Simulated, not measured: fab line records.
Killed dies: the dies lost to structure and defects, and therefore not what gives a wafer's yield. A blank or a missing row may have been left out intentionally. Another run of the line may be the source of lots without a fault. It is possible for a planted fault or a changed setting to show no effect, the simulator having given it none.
fab line records	flow n5-finfet
record: lots: 11	wafers: 33	last-day: 18
route steps=1938 shown BEOL_M3@990 PAD_METAL@1896 PASSIVATION@1906
lots untouched by any fault: they come from a run of this same line in which no faults occurred
start-h: the number of hours between the record's first day and the start of the first shown wafer of the lot	wait-h: hours elapsed since this lot's preceding step	" the same as in the row above	L1.1+2: a row that stands for several wafers	- no value present, or no start provided	* or withheld: withheld	< > ~ a bound
route shown NAME@n: names a module that has steps shown in the file, with the first one's number in the route	usual: average and standard deviation across the fault-free wafers	same: alike in all rows	chamber/n: place in a boat	sites: each site's reading	_std_site: the values' standard deviation	_edge_site: mean of outer sites minus mean of inner sites	radius-mm: how far each site lies from the wafer's centre	mask NAME#n: copy n	behind: the tool/chamber that last shaped the wafer	hold: why the lot went on hold/how many hours it stayed there/how the hold came to an end	device: the transistor (n, p or np) that didn't switch	end of line: tests run on the same wafers once the route is complete	where a step has no rows: the recipe by itself	killed: count of dies lost to structure and defects at first sort (not the wafer's yield)	map: shows each die of a wafer: x if killed, . if not, _ if none is there
set.NAME: the setting that was run; set.NAME@STEP: the one run at that earlier step	model.NAME: the simulator's own value behind a step, which no gauge read
route steps across a sampled set of lots; one table per step, one row per wafer
services: from which hour (start-h, from the record's first day; less than 0 if before it) a tool's chamber was out of use, for how many hours, and why
== steps ==
step: N5_BEOL_M3_PRE_CLEAN_45
recipe: gas: H2/He	time-s: 30	temp-c: 250
usual: heater-power-w: 326/25
lot.wafer	tool	chamber	start-h	wait-h	heater-power-w
L108.4	pvd-sputter-01	-	155.96	0.0	344
L108.5	"	-	"	"	314
L108.6	"	-	"	"	306
L110.2	pvd-sputter-02	-	172.38	0.0	399
L110.3	"	-	"	"	336
L110.6	"	-	"	"	319
L111.1	pvd-sputter-03	-	177.29	0.0	308
L111.2	"	-	"	"	371
L111.4	"	-	"	"	317
L112.1	pvd-sputter-01	-	194.28	0.0	307
L112.2	"	-	"	"	332
L112.4	"	-	"	"	318
L113.1	pvd-sputter-01	-	195.32	0.0	344
L113.4	"	-	"	"	307
L113.5	"	-	"	"	306
L119.3	pvd-sputter-01	-	239.59	0.0	310
L119.5	"	-	"	"	305
L119.6	"	-	"	"	339
L125.1	pvd-sputter-03	-	253.47	0.0	315
L125.3	"	-	"	"	308
L125.6	"	-	"	"	367
L126.3	pvd-sputter-02	-	269.10	0.0	294
L126.4	"	-	"	"	343
L126.5	"	-	"	"	338
L127.1	pvd-sputter-03	-	287.92	0.0	373
L127.4	"	-	"	"	305
L127.6	"	-	"	"	315
L128.1	pvd-sputter-03	-	288.11	0.0	313
L128.5	"	-	"	"	305
L128.6	"	-	"	"	302
L129.3	pvd-sputter-02	-	292.35	0.0	343
L129.4	"	-	"	"	403
L129.5	"	-	"	"	331
step: N5_PASSIVATION_AL_DEP_21
recipe: material: Al	target-thk-a: 28000	temp-c: 400	time-s: 170	power-w: 30000	chamber-pressure-pa: 0.4	gas: Ar
usual: cathode-dc-power-W: 30000/5.4	throttle-valve-pct: 29.9/1.1
lot.wafer	tool	chamber	start-h	wait-h	cathode-dc-power-W	throttle-valve-pct
L108.4	pvd-sputter-03	-	274.85	0.1	29998	29.4
L108.5	"	-	"	"	30004	29.4
L108.6	"	-	"	"	30004	28.9
L110.2	pvd-sputter-03	-	285.58	0.1	29990	28.6
L110.3	"	-	"	"	30002	29.3
L110.6	"	-	"	"	30001	28.6
L111.1	pvd-sputter-03	-	291.89	0.1	29999	29.4
L111.2	"	-	"	"	29998	29.1
L111.4	"	-	"	"	30003	28.9
L113.1	pvd-sputter-01	-	308.77	0.1	30007	30.3
L113.4	"	-	"	"	30005	27.8
L113.5	"	-	"	"	29994	30.4
L112.1	pvd-sputter-03	-	310.91	0.1	29992	28.7
L112.2	"	-	"	"	29988	31.0
L112.4	"	-	"	"	29997	29.2
L119.3	pvd-sputter-03	-	356.69	0.1	29997	28.7
L119.5	"	-	"	"	29997	29.3
L119.6	"	-	"	"	29994	30.8
L125.1	pvd-sputter-01	-	373.84	0.1	30004	30.7
L125.3	"	-	"	"	30002	30.3
L125.6	"	-	"	"	30007	31.1
L126.3	pvd-sputter-01	-	401.28	0.1	30004	30.5
L126.4	"	-	"	"	30004	27.8
L126.5	"	-	"	"	30009	30.8
L128.1	pvd-sputter-02	-	405.79	0.1	30008	31.2
L128.5	"	-	"	"	30006	30.7
L128.6	"	-	"	"	30002	31.5
L129.3	pvd-sputter-01	-	408.57	0.1	29999	30.8
L129.4	"	-	"	"	30002	29.9
L129.5	"	-	"	"	30000	30.8
L127.1	pvd-sputter-02	-	424.62	0.1	30002	31.9
L127.4	"	-	"	"	29998	30.7
L127.6	"	-	"	"	29992	31.4
step: N5_PASSIVATION_OVL_MEAS_63
recipe: points-per-wafer: 44
usual: PAD_OVL: 2/4.8
lot.wafer	tool	chamber	start-h	wait-h	PAD_OVL[nm]
L108.4	overlay-01	0	275.37	0.0	6
L108.5	"	0	"	"	0
L108.6	"	0	"	"	15
L110.2	overlay-01	0	286.08	0.0	0
L110.3	"	0	"	"	-1
L110.6	"	0	"	"	-9
L111.1	overlay-02	0	292.39	0.0	-3
L111.2	"	0	"	"	5
L111.4	"	0	"	"	6
L113.1	overlay-02	0	309.39	0.0	6
L113.4	"	0	"	"	7
L113.5	"	0	"	"	1
L112.1	overlay-01	0	311.41	0.0	8
L112.2	"	0	"	"	3
L112.4	"	0	"	"	6
L119.3	overlay-02	0	357.19	0.0	-1
L119.5	"	0	"	"	-3
L119.6	"	0	"	"	-2
L125.1	overlay-02	0	374.47	0.0	1
L125.3	"	0	"	"	1
L125.6	"	0	"	"	3
L126.3	overlay-01	0	401.78	0.0	4
L126.4	"	0	"	"	3
L126.5	"	0	"	"	2
L128.1	overlay-02	0	406.29	0.0	1
L128.5	"	0	"	"	4
L128.6	"	0	"	"	-1
L129.3	overlay-01	0	409.08	0.0	2
L129.4	"	0	"	"	-1
L129.5	"	0	"	"	8
L127.1	overlay-01	0	425.12	0.0	4
L127.4	"	0	"	"	2
L127.6	"	0	"	"	0
step: N5_PASSIVATION_DESCUM_46
recipe: chemistry: O2	time-s: 7.9	source-power-w: 50	bias-power-w: 20	pressure-mtorr: 20	rf-frequency-hz: 2.712e+07	temp-c: 40	o2-flow-sccm: 225
usual: bias-power-w: 20.00/0.063	chamber-pressure-mTorr: 20.000/0.019	drypump-motor-current-A: 5.8/0.39	oes-product-au: 0.79/0.081	rf-fwd-power-W: 49.40/0.23	rf-vpp-V: 243.7/1	showerhead-plenum-p-Torr: 2.13/0.048	throttle-valve-pct: 20.35/0.27
lot.wafer	tool	chamber	start-h	wait-h	bias-power-w	chamber-pressure-mTorr	drypump-motor-current-A	oes-product-au	rf-fwd-power-W	rf-hours-counter-h	rf-vpp-V	showerhead-plenum-p-Torr	throttle-valve-pct
L108.4	rie-diel-05	2	277.16	0.0	19.88	20.016	5.9	0.71	49.49	245	243.1	2.17	20.36
L108.5	"	0	"	"	19.99	20.007	5.5	0.74	49.76	-	244.5	2.18	20.52
L108.6	"	1	"	"	20.13	20.008	6.1	0.67	49.51	-	243.7	2.16	20.64
L110.2	rie-diel-04	3	288.26	0.2	19.94	20.014	4.9	0.80	49.53	129	242.3	2.00	20.44
L110.3	"	0	"	"	19.98	20.006	6.7	0.83	49.50	94	246.1	2.20	20.17
L110.6	"	2	"	"	20.04	20.007	5.0	0.87	49.29	-	242.2	2.12	20.47
L111.1	rie-diel-01	0	294.39	0.0	20.10	19.969	5.5	0.90	49.48	19	244.4	2.12	20.06
L111.2	"	2	"	"	20.04	19.986	5.8	0.91	49.26	31	243.7	2.12	19.87
L111.4	"	3	"	"	20.10	20.019	5.7	0.83	49.07	80	242.3	2.11	20.66
L113.1	rie-diel-04	1	311.31	0.0	19.95	20.008	5.6	0.74	49.25	165	241.2	2.08	20.28
L113.4	"	3	"	"	20.05	19.974	4.9	0.79	49.31	-	241.8	1.99	20.46
L113.5	"	1	"	"	20.00	19.998	5.6	0.74	49.06	-	243.5	2.08	20.29
L112.1	rie-diel-04	2	313.48	0.0	19.98	19.986	5.0	0.85	49.46	68	244.2	2.12	20.49
L112.2	"	3	"	"	19.95	19.997	4.9	0.78	49.64	140	243.1	1.99	20.47
L112.4	"	1	"	"	19.97	20.019	5.7	0.75	49.46	166	243.5	2.08	20.29
L119.3	rie-diel-01	1	359.07	0.0	20.07	19.966	6.0	0.72	49.23	202	243.5	2.17	20.42
L119.5	"	2	"	"	19.98	19.987	5.8	0.88	49.25	-	243.8	2.11	19.91
L119.6	"	3	"	"	20.05	20.011	5.7	0.81	49.06	-	241.9	2.10	20.70
L125.1	rie-diel-05	1	376.61	0.2	20.05	20.002	6.1	0.91	49.16	17	243.1	2.15	20.42
L125.3	"	0	"	"	20.12	20.011	5.6	0.71	49.58	244	244.4	2.16	20.58
L125.6	"	2	"	"	19.94	19.969	5.9	0.89	48.99	-	243.9	2.16	19.89
L126.3	rie-diel-01	0	403.70	0.0	19.97	20.027	5.5	0.85	49.53	56	244.4	2.10	20.10
L126.4	"	3	"	"	19.99	19.973	5.7	0.79	49.03	119	242.8	2.09	20.71
L126.5	"	2	"	"	19.99	19.959	5.9	0.86	49.25	-	243.6	2.11	19.92
L128.1	rie-diel-01	3	408.31	0.1	20.03	20.025	5.7	0.77	49.02	120	242.7	2.09	20.74
L128.5	"	3	"	"	19.90	20.038	5.8	0.77	48.97	-	243.3	2.09	20.72
L128.6	"	2	"	"	19.96	19.982	5.8	0.84	49.12	-	243.0	2.10	19.94
L129.3	rie-diel-05	2	411.97	0.1	20.10	19.995	5.9	0.86	49.27	37	243.9	2.15	19.92
L129.4	"	1	"	"	19.94	19.998	6.1	0.88	49.42	33	243.3	2.14	20.44
L129.5	"	2	"	"	20.04	20.016	5.9	0.86	49.45	-	245.2	2.15	19.90
L127.1	rie-diel-01	1	427.04	0.0	20.01	20.005	6.1	0.71	49.39	227	244.7	2.16	20.48
L127.4	"	3	"	"	19.96	20.004	5.7	0.77	49.10	129	244.6	2.09	20.74
L127.6	"	1	"	"	19.94	19.971	6.1	0.70	49.28	-	243.9	2.16	20.48
step: N5_PASSIVATION_PROBE_49
usual: defect-limited-yield: 91.3/1.4	killed_at_M0_to_M3: 34/9.2	killed_at_M4_up: 13/5.3	killed-at-contacts: 12/6	killed-at-front-end: 39/12	killed-at-other: 4/3.3	killed-dies: 102/17	killed-open: 67/12	killed-short: 34/7.4	sort_bin_5_function: 5.1/1	sort_bin_6_memory: 3.2/0.6	sort-n-pass: 1078/17	sort-yield-pct: 91.3/1.4
same: gross-dies: 1180	killed-at-back-side: 0	sort_bin_4_leakage[%]: 0	sort_bin_8_speed[%]: 0
lot.wafer	tool	chamber	start-h	wait-h	defect-limited-yield[%]	killed_at_M0_to_M3	killed_at_M4_up	killed-at-contacts	killed-at-front-end	killed-at-other	killed-dies	killed-open	killed-short	sort_bin_5_function[%]	sort_bin_6_memory[%]	sort-n-pass	sort-yield-pct[%]
L108.4	prober-02	-	280.35	0.2	93.4	27	5	9	31	6	78	44	34	3.5	2.6	1102	93.4
L108.5	prober-02	-	280.40	0.2	90.8	46	16	14	30	3	109	71	38	5.7	3.2	1071	90.8
L108.6	prober-02	-	280.45	0.3	93.2	33	10	20	13	4	80	60	20	4.0	2.7	1100	93.2
L110.2	prober-02	-	291.35	0.1	90.3	54	10	10	36	5	115	70	42	6.5	3.0	1065	90.3
L110.3	prober-02	-	291.40	0.1	90.8	43	14	18	27	7	109	68	39	4.5	4.4	1071	90.8
L110.6	prober-02	-	291.55	0.3	93.1	28	12	12	21	8	81	54	24	4.1	2.5	1099	93.1
L111.1	prober-02	-	298.30	0.0	90.9	36	22	12	34	3	107	71	31	4.9	3.3	1073	90.9
L111.2	prober-02	-	298.35	0.1	92.5	40	9	12	27	0	88	51	37	4.8	2.4	1092	92.5
L111.4	prober-02	-	298.45	0.2	91.8	47	9	7	30	4	97	61	35	4.1	3.5	1083	91.8
L113.1	prober-01	-	314.35	0.0	87.0	41	21	12	75	4	153	105	47	8.2	4.4	1027	87.0
L113.4	prober-01	-	314.50	0.2	88.1	42	11	15	70	3	141	89	52	6.9	4.3	1039	88.1
L113.5	prober-01	-	314.55	0.2	89.7	30	11	26	48	6	121	87	32	5.8	4.2	1059	89.7
L112.1	prober-01	-	316.52	0.0	91.2	29	12	15	36	12	104	63	41	5.4	3.2	1076	91.2
L112.2	prober-01	-	316.57	0.1	90.3	60	2	11	38	4	115	78	37	5.4	4.1	1065	90.3
L112.4	prober-01	-	316.67	0.2	91.7	27	12	10	40	9	98	63	35	5.5	2.7	1082	91.7
L119.3	prober-01	-	362.25	0.1	93.0	31	8	15	20	9	83	57	25	4.6	2.2	1097	93.0
L119.5	prober-01	-	362.35	0.2	91.6	32	10	9	46	2	99	55	38	4.4	3.8	1081	91.6
L119.6	prober-01	-	362.40	0.3	79.7	167	13	10	43	6	239	75	35	13.6	4.7	941	79.7
L125.1	prober-01	-	379.69	0.0	92.4	35	15	19	17	4	90	59	28	4.4	3.0	1090	92.4
L125.3	prober-01	-	379.79	0.1	90.8	49	11	9	39	0	108	71	35	5.3	3.3	1072	90.8
L125.6	prober-01	-	379.94	0.3	90.4	30	17	29	32	5	113	67	44	5.2	4.2	1067	90.4
L126.3	prober-01	-	407.02	0.1	89.4	48	21	18	29	9	125	80	44	6.2	3.8	1055	89.4
L126.4	prober-01	-	407.07	0.2	90.1	31	21	22	41	2	117	82	31	5.6	4.0	1063	90.1
L126.5	prober-01	-	407.12	0.2	91.2	37	18	11	38	0	104	64	36	5.4	3.1	1076	91.2
L128.1	prober-01	-	411.35	0.0	90.7	33	22	7	43	5	110	68	38	5.7	3.1	1070	90.7
L128.5	prober-01	-	411.55	0.2	89.6	37	14	14	50	8	123	71	52	4.6	5.2	1057	89.6
L128.6	prober-01	-	411.60	0.3	91.5	28	13	11	42	6	100	73	27	5.3	3.1	1080	91.5
L129.3	prober-02	-	415.11	0.1	90.8	30	15	15	48	1	109	77	30	5.3	3.6	1071	90.8
L129.4	prober-02	-	415.16	0.2	90.1	34	13	21	42	7	117	73	41	6.6	2.5	1063	90.1
L129.5	prober-02	-	415.21	0.2	90.7	20	14	10	65	1	110	73	37	5.9	3.1	1070	90.7
L127.1	prober-01	-	430.09	0.0	92.3	23	7	12	49	0	91	56	31	4.2	3.2	1089	92.3
L127.4	prober-01	-	430.24	0.2	90.3	34	20	4	56	1	115	73	41	6.2	3.1	1065	90.3
L127.6	prober-01	-	430.34	0.3	89.2	26	10	7	75	9	127	64	51	5.8	4.0	1053	89.2
killed by level:class
L108.4 FIN_SAQP:geometric-particle:short=11 MOL_CONTACT_COAG:geometric-particle:open=6 BEOL_M2:geometric-particle:open=6 BEOL_M1:geometric-particle:open=5 BEOL_M3:geometric-particle:open=5 STARTING-WAFER:geometric-particle:short=5 BEOL_M0_SAQP:geometric-particle:open=4 STI_FIN_REVEAL:geometric-particle:open=3
L108.5 MOL_CONTACT_COAG:geometric-particle:open=10 BEOL_M0_SAQP:geometric-particle:open=10 BEOL_M0_SAQP:geometric-particle:short=9 BEOL_M4:geometric-particle:open=9 FIN_SAQP:geometric-particle:open=7 STI_FIN_REVEAL:geometric-particle:open=7 BEOL_M1:geometric-particle:open=7 BEOL_M2:geometric-particle:open=5
L108.6 MOL_CONTACT_COAG:geometric-particle:open=20 BEOL_M2:geometric-particle:open=9 BEOL_M1:geometric-particle:open=6 BEOL_M4:geometric-particle:open=5 FIN_SAQP:geometric-particle:open=4 BEOL_M2:geometric-particle:short=4 BEOL_M3:geometric-particle:open=4 BEOL_M3:geometric-particle:short=4
L110.2 BEOL_M0_SAQP:geometric-particle:open=24 BEOL_M0_SAQP:geometric-particle:short=20 MOL_CONTACT_COAG:geometric-particle:open=8 FIN_SAQP:geometric-particle:short=6 STI_FIN_REVEAL:geometric-particle:open=6 FIN_SAQP:geometric-particle:open=5 BEOL_M3:geometric-particle:open=4 ILD0:geometric-particle:short=3
L110.3 BEOL_M0_SAQP:geometric-particle:short=16 MOL_CONTACT_COAG:geometric-particle:open=14 BEOL_M0_SAQP:geometric-particle:open=11 BEOL_M4:geometric-particle:open=7 BEOL_M2:geometric-particle:open=6 BEOL_M1:geometric-particle:open=5 FIN_SAQP:geometric-particle:short=4 STI_FIN_REVEAL:geometric-particle:open=3
L110.6 MOL_CONTACT_COAG:geometric-particle:open=11 BEOL_M0_SAQP:geometric-particle:short=7 STI_FIN_REVEAL:geometric-particle:open=6 BEOL_M0_SAQP:geometric-particle:open=6 BEOL_M2:geometric-particle:open=6 BEOL_M5:geometric-particle:open=4 DUMMY_GATE:geometric-particle:open=3 BEOL_M1:geometric-particle:open=3
L111.1 MOL_CONTACT_COAG:geometric-particle:open=10 BEOL_M0_SAQP:geometric-particle:short=10 STI_FIN_REVEAL:geometric-particle:open=7 BEOL_M4:geometric-particle:open=7 BEOL_M0_SAQP:geometric-particle:open=7 BEOL_M6:geometric-particle:open=7 BEOL_M1:geometric-particle:open=6 FIN_SAQP:geometric-particle:short=4
L111.2 BEOL_M0_SAQP:geometric-particle:short=16 MOL_CONTACT_COAG:geometric-particle:open=11 BEOL_M0_SAQP:geometric-particle:open=11 FIN_SAQP:geometric-particle:short=8 FIN_SAQP:geometric-particle:open=7 BEOL_M4:geometric-particle:open=5 BEOL_M1:geometric-particle:open=4 BEOL_M2:geometric-particle:open=4
L111.4 BEOL_M0_SAQP:geometric-particle:open=16 BEOL_M0_SAQP:geometric-particle:short=12 STI_FIN_REVEAL:geometric-particle:open=10 BEOL_M1:geometric-particle:open=9 FIN_SAQP:geometric-particle:short=7 MOL_CONTACT_COAG:geometric-particle:open=6 BEOL_M3:geometric-particle:open=4 BEOL_M4:geometric-particle:open=4
L113.1 FIN_SAQP:geometric-particle:open=23 FIN_SAQP:geometric-particle:short=14 BEOL_M4:geometric-particle:open=11 STI_FIN_REVEAL:geometric-particle:open=10 MOL_CONTACT_COAG:geometric-particle:open=9 BEOL_M2:geometric-particle:open=9 BEOL_M0_SAQP:geometric-particle:short=8 BEOL_M0_SAQP:geometric-particle:open=8
L113.4 FIN_SAQP:geometric-particle:open=20 FIN_SAQP:geometric-particle:short=19 STI_FIN_REVEAL:geometric-particle:open=13 BEOL_M1:geometric-particle:open=13 BEOL_M2:geometric-particle:open=12 MOL_CONTACT_COAG:geometric-particle:open=11 BEOL_M0_SAQP:geometric-particle:short=8 MOL_CONTACT_COAG:geometric-particle:short=4
L113.5 MOL_CONTACT_COAG:geometric-particle:open=22 FIN_SAQP:geometric-particle:open=14 FIN_SAQP:geometric-particle:short=10 BEOL_M2:geometric-particle:open=8 BEOL_M0:geometric-particle:open=6 BEOL_M1:geometric-particle:open=6 GATE_CUT:geometric-particle:open=5 GATE_CUT:geometric-particle:short=5
L112.1 FIN_SAQP:geometric-particle:short=12 MOL_CONTACT_COAG:geometric-particle:open=12 FIN_SAQP:geometric-particle:open=7 BEOL_M0_SAQP:geometric-particle:short=7 BEOL_M0_SAQP:geometric-particle:open=7 BEOL_M3:geometric-particle:open=6 BEOL_M4:geometric-particle:open=5 STI_FIN_REVEAL:geometric-particle:open=4
L112.2 FIN_SAQP:geometric-particle:open=15 BEOL_M0_SAQP:geometric-particle:open=15 BEOL_M2:geometric-particle:open=12 FIN_SAQP:geometric-particle:short=10 MOL_CONTACT_COAG:geometric-particle:open=8 BEOL_M1:geometric-particle:open=8 BEOL_M0_SAQP:geometric-particle:short=5 BEOL_M0:geometric-particle:open=5
L112.4 FIN_SAQP:geometric-particle:open=14 FIN_SAQP:geometric-particle:short=7 MOL_CONTACT_COAG:geometric-particle:open=7 BEOL_M0_SAQP:geometric-particle:open=6 BEOL_M0_SAQP:geometric-particle:short=6 STI_FIN_REVEAL:geometric-particle:open=4 DUMMY_GATE:geometric-particle:open=4 BEOL_M1:geometric-particle:open=4
L119.3 MOL_CONTACT_COAG:geometric-particle:open=11 BEOL_M1:geometric-particle:open=8 BEOL_M2:geometric-particle:open=8 DUMMY_GATE:geometric-particle:open=5 GATE_CUT:geometric-particle:short=5 BEOL_M0_SAQP:geometric-particle:short=5 PASS1_DEP:geometric-particle:open=5 MOL_CONTACT_COAG:geometric-particle:short=4
L119.5 BEOL_M0_SAQP:geometric-particle:short=11 BEOL_M1:geometric-particle:open=10 STI_FIN_REVEAL:geometric-particle:open=8 FIN_SAQP:geometric-particle:short=6 FIN_SAQP:geometric-particle:open=6 GATE_CUT:geometric-particle:open=5 MOL_CONTACT_COAG:geometric-particle:open=5 DUMMY_GATE:geometric-particle:open=4
L119.6 BEOL_M3:unspecified=126 BEOL_M1:geometric-particle:open=15 FIN_SAQP:geometric-particle:open=9 FIN_SAQP:geometric-particle:short=8 BEOL_M0_SAQP:geometric-particle:open=8 BEOL_M4:geometric-particle:open=7 GATE_CUT:geometric-particle:open=7 MOL_CONTACT_COAG:geometric-particle:open=6
L125.1 MOL_CONTACT_COAG:geometric-particle:open=14 BEOL_M3:geometric-particle:open=11 FIN_SAQP:geometric-particle:open=4 BEOL_M0_SAQP:geometric-particle:short=4 BEOL_M0_SAQP:geometric-particle:open=4 BEOL_M2:geometric-particle:open=4 BEOL_M5:geometric-particle:open=4 FIN_SAQP:geometric-particle:short=3
L125.3 BEOL_M0_SAQP:geometric-particle:open=19 FIN_SAQP:geometric-particle:short=12 FIN_SAQP:geometric-particle:open=8 BEOL_M0_SAQP:geometric-particle:short=8 STI_FIN_REVEAL:geometric-particle:open=7 BEOL_M3:geometric-particle:open=6 MOL_CONTACT_COAG:geometric-particle:open=5 BEOL_M1:geometric-particle:open=5
L125.6 MOL_CONTACT_COAG:geometric-particle:open=22 FIN_SAQP:geometric-particle:short=11 BEOL_M0_SAQP:geometric-particle:short=10 BEOL_M4:geometric-particle:open=10 BEOL_M2:geometric-particle:open=7 GATE_CUT:geometric-particle:short=6 MOL_CONTACT_COAG:geometric-particle:short=6 BEOL_M3:geometric-particle:open=6
L126.3 MOL_CONTACT_COAG:geometric-particle:open=16 BEOL_M4:geometric-particle:open=13 BEOL_M0_SAQP:geometric-particle:short=10 BEOL_M0_SAQP:geometric-particle:open=8 BEOL_M1:geometric-particle:open=8 FIN_SAQP:geometric-particle:short=7 STI_FIN_REVEAL:geometric-particle:open=6 FIN_SAQP:geometric-particle:open=5
L126.4 STI_FIN_REVEAL:geometric-particle:open=20 MOL_CONTACT_COAG:geometric-particle:open=16 FIN_SAQP:geometric-particle:open=10 BEOL_M4:geometric-particle:open=10 BEOL_M0_SAQP:geometric-particle:short=6 MOL_CONTACT_COAG:geometric-particle:short=5 BEOL_M2:geometric-particle:open=5 BEOL_M3:geometric-particle:open=4
L126.5 FIN_SAQP:geometric-particle:short=14 MOL_CONTACT_COAG:geometric-particle:open=8 BEOL_M1:geometric-particle:open=8 BEOL_M2:geometric-particle:open=7 BEOL_M4:geometric-particle:open=7 FIN_SAQP:geometric-particle:open=6 BEOL_M0_SAQP:geometric-particle:short=5 BEOL_M0:geometric-particle:open=5
L128.1 FIN_SAQP:geometric-particle:open=8 STI_FIN_REVEAL:geometric-particle:open=8 BEOL_M0_SAQP:geometric-particle:short=8 BEOL_M4:geometric-particle:open=8 DUMMY_GATE:geometric-particle:open=7 GATE_CUT:geometric-particle:short=7 MOL_CONTACT_COAG:geometric-particle:open=5 BEOL_M3:geometric-particle:open=5
L128.5 FIN_SAQP:geometric-particle:open=10 FIN_SAQP:geometric-particle:short=10 MOL_CONTACT_COAG:geometric-particle:open=9 BEOL_M0_SAQP:geometric-particle:short=9 BEOL_M0_SAQP:geometric-particle:open=7 BEOL_M1:geometric-particle:open=6 BEOL_M3:geometric-particle:open=6 MOL_CONTACT_COAG:geometric-particle:short=5
L128.6 FIN_SAQP:geometric-particle:open=20 MOL_CONTACT_COAG:geometric-particle:open=9 BEOL_M3:geometric-particle:open=9 BEOL_M4:geometric-particle:open=8 BEOL_M0_SAQP:geometric-particle:open=8 BEOL_M0_SAQP:geometric-particle:short=8 FIN_SAQP:geometric-particle:short=5 STI_FIN_REVEAL:geometric-particle:open=4
L129.3 STI_FIN_REVEAL:geometric-particle:open=15 BEOL_M2:geometric-particle:open=13 MOL_CONTACT_COAG:geometric-particle:open=11 FIN_SAQP:geometric-particle:short=8 BEOL_M4:geometric-particle:open=7 FIN_SAQP:geometric-particle:open=6 BEOL_M0_SAQP:geometric-particle:short=6 BEOL_M0_SAQP:geometric-particle:open=5
L129.4 MOL_CONTACT_COAG:geometric-particle:open=18 FIN_SAQP:geometric-particle:short=10 BEOL_M0_SAQP:geometric-particle:short=9 BEOL_M0_SAQP:geometric-particle:open=8 BEOL_M2:geometric-particle:open=7 STI_FIN_REVEAL:geometric-particle:open=6 FIN_SAQP:geometric-particle:open=5 BEOL_M3:geometric-particle:open=5
L129.5 FIN_SAQP:geometric-particle:open=16 FIN_SAQP:geometric-particle:short=14 STI_FIN_REVEAL:geometric-particle:open=10 MOL_CONTACT_COAG:geometric-particle:open=7 BEOL_M3:geometric-particle:open=7 BEOL_M4:geometric-particle:open=6 DUMMY_GATE:geometric-particle:open=5 GATE_CUT:geometric-particle:short=5
L127.1 FIN_SAQP:geometric-particle:open=13 MOL_CONTACT_COAG:geometric-particle:open=10 FIN_SAQP:geometric-particle:short=8 STARTING-WAFER:geometric-particle:open=6 BEOL_M0_SAQP:geometric-particle:short=6 GATE_CUT:geometric-particle:short=5 ILD0:geometric-particle:open=4 BEOL_M0:geometric-particle:open=4
L127.4 FIN_SAQP:geometric-particle:open=12 FIN_SAQP:geometric-particle:short=12 BEOL_M0_SAQP:geometric-particle:short=11 BEOL_M4:geometric-particle:open=10 STI_FIN_REVEAL:geometric-particle:open=8 GATE_CUT:geometric-particle:short=8 BEOL_M1:geometric-particle:open=7 GATE_CUT:geometric-particle:open=6
L127.6 FIN_SAQP:geometric-particle:short=15 STI_FIN_REVEAL:geometric-particle:open=13 GATE_CUT:geometric-particle:short=11 FIN_SAQP:geometric-particle:open=9 BEOL_M0_SAQP:geometric-particle:open=7 HKMG_FIN:area-etch=7 BEOL_M3:geometric-particle:open=6 ILD0:geometric-particle:short=5
== services ==
tool	chamber	start-h	hours	kind
rie-diel-05	3	143.24	5.5	repair
rie-diel-05	-	156.81	0.4	repair
rie-diel-04	1	158.29	13.6	repair
rie-diel-01	1	172.75	9.3	repair
pvd-sputter-01	-	182.92	8.3	repair
rie-diel-05	2	195.63	4.7	repair
rie-diel-01	2	202.29	-	clean
rie-diel-01	2	202.29	-	consumable-replace:focus-ring
rie-diel-01	2	202.29	15.4	scheduled-down
rie-diel-01	2	202.29	15.4	vent-cycle
rie-diel-01	0	230.54	-	clean
rie-diel-01	0	230.54	-	consumable-replace:focus-ring
rie-diel-04	1	265.53	7.1	repair
rie-diel-05	-	290.29	1.3	repair
rie-diel-05	2	291.99	-	clean
rie-diel-05	2	291.99	-	consumable-replace:focus-ring
rie-diel-05	2	291.99	23.1	scheduled-down
rie-diel-04	0	298.79	14.6	repair
rie-diel-01	-	356.84	0.7	repair
rie-diel-05	1	358.51	3.4	repair
rie-diel-04	2	360.37	9.1	repair
rie-diel-05	1	397.63	1.4	repair
pvd-sputter-01	-	408.88	1.5	repair
rie-diel-01	-	419.50	0.4	repair
== key ==
first-sign: step: N5_PASSIVATION_PROBE_49	reading: killed_at_M0_to_M3	direction: up	sigmas: 14	usual: 34	struck: 167
effect: step: N5_PASSIVATION_PROBE_49	reading: killed-dies	direction: up	sigmas: 8.2	usual: 102	struck: 239
more-kills-born-at: N5_BEOL_M3_PRE_CLEAN_45@pvd-sputter-01: 126
met-at N5_BEOL_M3_PRE_CLEAN_45
struck-lots L119
struck-wafers L119.6
not-acting-at N5_PASSIVATION_AL_DEP_21,N5_PASSIVATION_OVL_MEAS_63,N5_PASSIVATION_DESCUM_46
onset-between 194.28 239.59
fault: kind: chamber-particle-source	tool: pvd-sputter-01	chamber: -	onset-h: 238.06	steps: N5_BEOL_M3_PRE_CLEAN_45	rate-per-visit-cm2: 0.9217	end-h: 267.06	scope: struck-wafers-only
